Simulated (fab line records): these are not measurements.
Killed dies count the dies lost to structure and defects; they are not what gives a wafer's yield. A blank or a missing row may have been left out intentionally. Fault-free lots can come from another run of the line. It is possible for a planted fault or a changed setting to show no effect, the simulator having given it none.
Matching of chambers | flow n5 finfet | N5_MIM_BOT_LITHO_DESCUM_10 on rie diel-01: 4 sister chambers
The step chemistry O2, time 7.9 s. 16 wafers are shown with their chamber, then 8 later ones without.

## WAFERS, EACH WITH ITS CHAMBER
wafer  | chamber | showerhead plenum p Torr (Torr) | rf fwd power W (W) | throttle valve pct (%)
L077.2 | 3       | 2.12                            | 49.64              | 20.41
L077.3 | 0       | 2.20                            | 49.57              | 20.31
L077.4 | 1       | 2.08                            | 49.74              | 20.64
L075.2 | 2       | 2.16                            | 49.83              | 20.67
L075.5 | 2       | 2.16                            | 49.89              | 20.66
L075.6 | 3       | 2.11                            | 49.76              | 20.39
L081.2 | 1       | 2.07                            | 49.81              | 20.64
L081.3 | 3       | 2.11                            | 49.65              | 20.41
L081.5 | 0       | 2.20                            | 49.46              | 20.31
L084.1 | 3       | 2.11                            | 49.83              | 20.44
L084.5 | 1       | 2.07                            | 49.72              | 20.67
L084.6 | 3       | 2.11                            | 49.81              | 20.43
L089.1 | 0       | 2.19                            | 49.44              | 20.34
L089.3 | 1       | 2.06                            | 49.71              | 20.66
L089.6 | 0       | 2.19                            | 49.37              | 20.35
L090.2 | 2       | 2.16                            | 49.80              | 20.28

SIGNATURES, as means of the wafers listed above
reading                  | chamber 0 | chamber 1 | chamber 2 | chamber 3 | scatter within a chamber
showerhead plenum p Torr | 2.1950    | 2.0700    | 2.1600    | 2.1120    | 0.00563
rf fwd power W           | 49.4600   | 49.7450   | 49.8400   | 49.7380   | 0.0721
throttle valve pct       | 20.3275   | 20.6525   | 20.5367   | 20.4160   | 0.0923
Rule: distance of a wafer from a chamber = root of the sum over the readings of ((wafer's reading minus chamber's mean) / reading's scatter) squared. The wafer belongs to the nearest chamber; if the next one is less than 2 further off, it can't be placed. The scatter: take each reading less its chamber's mean, square it, sum over the shown wafers, divide by the number of wafers less the number of chambers, and take the root.

## WAFERS WHOSE CHAMBER IS MISSING
wafer  | showerhead plenum p Torr (Torr) | rf fwd power W (W) | throttle valve pct (%)
L090.3 | 2.11                            | 49.64              | 20.44
L090.6 | 2.16                            | 50.02              | 20.26
L091.1 | 2.10                            | 49.44              | 20.44
L091.3 | 2.16                            | 49.96              | 20.26
L091.4 | 2.19                            | 49.56              | 20.34
L092.1 | 2.16                            | 49.86              | 20.27
L092.3 | 2.19                            | 49.41              | 20.36
L092.6 | 2.16                            | 49.83              | 20.28

## EACH ONE'S CHAMBER
wafer  | from the rows above | in truth
L090.3 | 3                   | 3
L090.6 | 2                   | 2
L091.1 | 3                   | 3
L091.3 | 2                   | 2
L091.4 | 0                   | 0
L092.1 | 2                   | 2
L092.3 | 0                   | 0
L092.6 | 2                   | 2
8 of 8 placed correctly. Can't be placed from these rows: 0. Placed wrongly: 0.
